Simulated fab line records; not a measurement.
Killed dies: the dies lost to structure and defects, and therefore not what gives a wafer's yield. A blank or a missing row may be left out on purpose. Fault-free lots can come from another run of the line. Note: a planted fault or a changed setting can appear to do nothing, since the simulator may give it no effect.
Matching of chambers :: flow nand_harc :: cmp-01 running NHARC_P_CONTACT_CMP_01: 4 sister chambers
The step polishes SiO2, target thk 200 nm. 8 wafers are shown with their chamber, then 7 later ones without.

== WAFERS, EACH WITH ITS CHAMBER ==
wafer: L279.1
chamber: 1
motor_current_A (A): 12.0

wafer: L279.6
chamber: 2
motor_current_A (A): 12.1

wafer: L280.6
chamber: 0
motor_current_A (A): 11.1

wafer: L289.4
chamber: 1
motor_current_A (A): 11.9

wafer: L289.5
chamber: 3
motor_current_A (A): 12.2

wafer: L289.6
chamber: 2
motor_current_A (A): 12.3

wafer: L291.2
chamber: 0
motor_current_A (A): 12.6

wafer: L291.3
chamber: 3
motor_current_A (A): 12.2

== WAFERS WHOSE CHAMBER IS MISSING ==
wafer: L291.6
motor_current_A (A): 11.2

wafer: L296.1
motor_current_A (A): 12.5

wafer: L296.4
motor_current_A (A): 11.8

wafer: L296.6
motor_current_A (A): 12.5

wafer: L297.1
motor_current_A (A): 12.2

wafer: L297.5
motor_current_A (A): 11.8

wafer: L297.6
motor_current_A (A): 12.0

== CHAMBER TAKEN BY EACH ==
wafer: L291.6
from the rows above: can't be placed: 0 or 1 or 2 or 3
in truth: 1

wafer: L296.1
from the rows above: can't be placed: 2 or 3 or 1 or 0
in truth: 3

wafer: L296.4
from the rows above: can't be placed: 0 or 1 or 2 or 3
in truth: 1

wafer: L296.6
from the rows above: can't be placed: 2 or 3 or 1 or 0
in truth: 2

wafer: L297.1
from the rows above: can't be placed: 2 or 3 or 1 or 0
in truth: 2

wafer: L297.5
from the rows above: can't be placed: 0 or 1 or 2 or 3
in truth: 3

wafer: L297.6
from the rows above: can't be placed: 1 or 0 or 2 or 3
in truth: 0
0 of 7 placed correctly. These rows do not allow placing 7 (true chamber among the candidates in 7). Wrongly placed: 0.
How it was worked out, from the rows above alone: a wafer's distance from a chamber is the root of the sum, over the readings, of the square of ((its reading less the chamber's mean) divided by the reading's scatter). The wafer belongs to the nearest chamber; if the next one is less than 2 further off, it can't be placed. The mean given for a chamber averages the wafers shown for that chamber. The scatter: take each reading less its chamber's mean, square it, sum over the shown wafers, divide by the number of wafers less the number of chambers, and take the root.
